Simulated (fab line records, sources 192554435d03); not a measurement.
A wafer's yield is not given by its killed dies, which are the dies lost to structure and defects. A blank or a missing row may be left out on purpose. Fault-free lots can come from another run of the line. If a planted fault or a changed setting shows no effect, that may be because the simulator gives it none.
Which tool was responsible? | flow n5-finfet | 15 lots (45 wafers sampled), 1 step of a 1938-step route

WHAT THE GAUGES READ, wafer by wafer
N5_DUMMY_GATE_OVL_MEAS_16. Usual: for GATE_OVL the level is 0.3 nm and the standard deviation is 0.74.
lot  | measured    | on         | GATE_OVL (nm)  | flag
L526 | day 3 03:26 | overlay-02 | 1.1 2.5 0.6    |
L527 | day 3 14:10 | overlay-02 | 0.7 0.0 -0.2   |
L528 | day 3 17:02 | overlay-02 | -0.9 0.2 -0.3  |
L531 | day 4 11:11 | overlay-01 | 1.5 0.8 1.0    |
L536 | day 5 23:41 | overlay-02 | 1.1 0.4 0.2    |
L537 | day 5 23:43 | overlay-01 | 0.6 0.4 0.7    |
L539 | day 6 10:23 | overlay-02 | -1.3 -1.2 -0.7 |
L540 | day 6 16:25 | overlay-02 | 0.7 0.2 0.2    |
L541 | day 7 01:24 | overlay-01 | 0.6 0.5 0.5    |
L542 | day 7 04:11 | overlay-01 | 1.2 2.0 1.7    |
L543 | day 7 13:46 | overlay-02 | -0.3 -0.4 -0.7 |
L544 | day 7 17:07 | overlay-01 | 0.0 -0.2 0.0   |
L545 | day 7 21:49 | overlay-01 | 0.6 0.4 -0.6   |
L547 | day 8 11:27 | overlay-02 | 0.1 -1.4 -0.2  |
L548 | day 8 16:00 | overlay-02 | 0.5 -0.4 -0.4  |

TOOL THAT RAN EACH LOT (tool first, then ch and the chambers of the sampled wafers, then the start)
Before these readings, the record contains no process step.

WHAT THE TOOLS THEMSELVES READ (means of the sampled wafers that have a number; where no wafer has one, the mark that the record gives instead)
The record holds no such reading with a usual standard deviation.

THE ANSWER, worked out from the rows above alone
Rule: a lot is off if the mean of its wafers that have a number lies more than 3 standard deviations from the usual mean. Also off: a lot with no number at a reading for which 4 or more lots have one. All remaining lots with rows at the step are treated as sound. First the gauges in route order, then the tools' own readings, where a lot's mean is used as printed above. At the first step where some lot is off, the reading lying furthest off is the one used; lots without a number count as furthest.
No lot is off on any of the readings shown, so nothing can be concluded from this.

WHAT THE SIMULATOR HAD INSERTED
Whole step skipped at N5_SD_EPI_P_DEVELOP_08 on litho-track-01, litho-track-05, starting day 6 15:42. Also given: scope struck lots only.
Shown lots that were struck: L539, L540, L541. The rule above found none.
